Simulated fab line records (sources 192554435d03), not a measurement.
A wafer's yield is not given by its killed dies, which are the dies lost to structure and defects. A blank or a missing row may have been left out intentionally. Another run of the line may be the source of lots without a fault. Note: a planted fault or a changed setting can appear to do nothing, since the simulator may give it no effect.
Matching of chambers || flow n5_finfet || N5_HKMG_FIN_ALD_21 on ald_metal-01: 4 sister chambers
The step deposits TiN, target thk 1.5 nm, pulse time 1 s, purge time 3 s. 18 wafers are shown with their chamber, then 9 later ones without.

== WAFERS WITH THEIR CHAMBER ==
{"wafer": "L075.1", "chamber": 3, "heater_power_w (W)": 765, "susceptor_temp_C (C)": 400.33, "precursor_pulse_height_rel": 0.977}
{"wafer": "L075.3", "chamber": 0, "heater_power_w (W)": 879, "susceptor_temp_C (C)": 400.11, "precursor_pulse_height_rel": 1.010}
{"wafer": "L075.4", "chamber": 1, "heater_power_w (W)": 782, "susceptor_temp_C (C)": 400.29, "precursor_pulse_height_rel": 0.981}
{"wafer": "L079.1", "chamber": 1, "heater_power_w (W)": 780, "susceptor_temp_C (C)": 400.10, "precursor_pulse_height_rel": 0.987}
{"wafer": "L079.3", "chamber": 3, "heater_power_w (W)": 769, "susceptor_temp_C (C)": 400.10, "precursor_pulse_height_rel": 1.022}
{"wafer": "L079.4", "chamber": 2, "heater_power_w (W)": 742, "susceptor_temp_C (C)": 399.55, "precursor_pulse_height_rel": 0.980}
{"wafer": "L081.1", "chamber": 2, "heater_power_w (W)": 760, "susceptor_temp_C (C)": 400.04, "precursor_pulse_height_rel": 1.034}
{"wafer": "L081.4", "chamber": 0, "heater_power_w (W)": 864, "susceptor_temp_C (C)": 400.09, "precursor_pulse_height_rel": 1.013}
{"wafer": "L081.5", "chamber": 2, "heater_power_w (W)": 743, "susceptor_temp_C (C)": 400.17, "precursor_pulse_height_rel": 0.965}
{"wafer": "L085.3", "chamber": 1, "heater_power_w (W)": 772, "susceptor_temp_C (C)": 400.14, "precursor_pulse_height_rel": 0.987}
{"wafer": "L085.5", "chamber": 3, "heater_power_w (W)": 779, "susceptor_temp_C (C)": 400.24, "precursor_pulse_height_rel": 0.986}
{"wafer": "L085.6", "chamber": 1, "heater_power_w (W)": 772, "susceptor_temp_C (C)": 399.70, "precursor_pulse_height_rel": 1.004}
{"wafer": "L089.1", "chamber": 2, "heater_power_w (W)": 741, "susceptor_temp_C (C)": 400.12, "precursor_pulse_height_rel": 0.998}
{"wafer": "L089.5", "chamber": 1, "heater_power_w (W)": 748, "susceptor_temp_C (C)": 399.94, "precursor_pulse_height_rel": 1.030}
{"wafer": "L089.6", "chamber": 0, "heater_power_w (W)": 870, "susceptor_temp_C (C)": 400.52, "precursor_pulse_height_rel": 0.997}
{"wafer": "L090.1", "chamber": 0, "heater_power_w (W)": 882, "susceptor_temp_C (C)": 399.86, "precursor_pulse_height_rel": 0.984}
{"wafer": "L090.3", "chamber": 2, "heater_power_w (W)": 740, "susceptor_temp_C (C)": 399.56, "precursor_pulse_height_rel": 0.998}
{"wafer": "L090.5", "chamber": 1, "heater_power_w (W)": 767, "susceptor_temp_C (C)": 399.84, "precursor_pulse_height_rel": 0.981}

SIGNATURES, as means of the wafers listed above
{"reading": "heater_power_w", "chamber 0": 873.75, "chamber 1": 770.17, "chamber 2": 745.20, "chamber 3": 771.00, "scatter within a chamber": 9.76}
{"reading": "susceptor_temp_C", "chamber 0": 400.1450, "chamber 1": 400.0017, "chamber 2": 399.8880, "chamber 3": 400.2233, "scatter within a chamber": 0.248}
{"reading": "precursor_pulse_height_rel", "chamber 0": 1.00100, "chamber 1": 0.99500, "chamber 2": 0.99500, "chamber 3": 0.99500, "scatter within a chamber": 0.021}
Rule: a wafer's distance from a chamber is the root of the sum, over the readings, of the square of ((its reading less the chamber's mean) divided by the reading's scatter). The wafer belongs to the nearest chamber; if the next one is less than 2 further off, it can't be placed. The scatter: take each reading less its chamber's mean, square it, sum over the shown wafers, divide by the number of wafers less the number of chambers, and take the root.

== WAFERS WITH NO CHAMBER GIVEN ==
{"wafer": "L092.3", "heater_power_w (W)": 758, "susceptor_temp_C (C)": 400.03, "precursor_pulse_height_rel": 0.995}
{"wafer": "L092.4", "heater_power_w (W)": 881, "susceptor_temp_C (C)": 400.16, "precursor_pulse_height_rel": 1.013}
{"wafer": "L092.6", "heater_power_w (W)": 853, "susceptor_temp_C (C)": 399.91, "precursor_pulse_height_rel": 1.016}
{"wafer": "L093.3", "heater_power_w (W)": 795, "susceptor_temp_C (C)": 400.33, "precursor_pulse_height_rel": 1.005}
{"wafer": "L093.4", "heater_power_w (W)": 770, "susceptor_temp_C (C)": 400.37, "precursor_pulse_height_rel": 1.012}
{"wafer": "L093.6", "heater_power_w (W)": 761, "susceptor_temp_C (C)": 399.94, "precursor_pulse_height_rel": 0.974}
{"wafer": "L097.1", "heater_power_w (W)": 770, "susceptor_temp_C (C)": 400.00, "precursor_pulse_height_rel": 0.992}
{"wafer": "L097.2", "heater_power_w (W)": 871, "susceptor_temp_C (C)": 400.17, "precursor_pulse_height_rel": 1.025}
{"wafer": "L097.3", "heater_power_w (W)": 776, "susceptor_temp_C (C)": 399.78, "precursor_pulse_height_rel": 1.004}

== WHICH CHAMBER EACH WENT THROUGH ==
{"wafer": "L092.3", "from the rows above": "can't be placed: 1 or 2 or 3", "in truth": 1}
{"wafer": "L092.4", "from the rows above": 0, "in truth": 0}
{"wafer": "L092.6", "from the rows above": 0, "in truth": 0}
{"wafer": "L093.3", "from the rows above": "can't be placed: 3 or 1", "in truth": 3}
{"wafer": "L093.4", "from the rows above": "can't be placed: 3 or 1", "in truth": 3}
{"wafer": "L093.6", "from the rows above": "can't be placed: 1 or 3 or 2", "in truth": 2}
{"wafer": "L097.1", "from the rows above": "can't be placed: 1 or 3", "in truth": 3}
{"wafer": "L097.2", "from the rows above": 0, "in truth": 0}
{"wafer": "L097.3", "from the rows above": "can't be placed: 1 or 3", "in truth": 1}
3 of 9 placed correctly. Unplaceable from these rows: 6, with the true chamber sitting among the candidates in 6. Wrongly placed: 0.
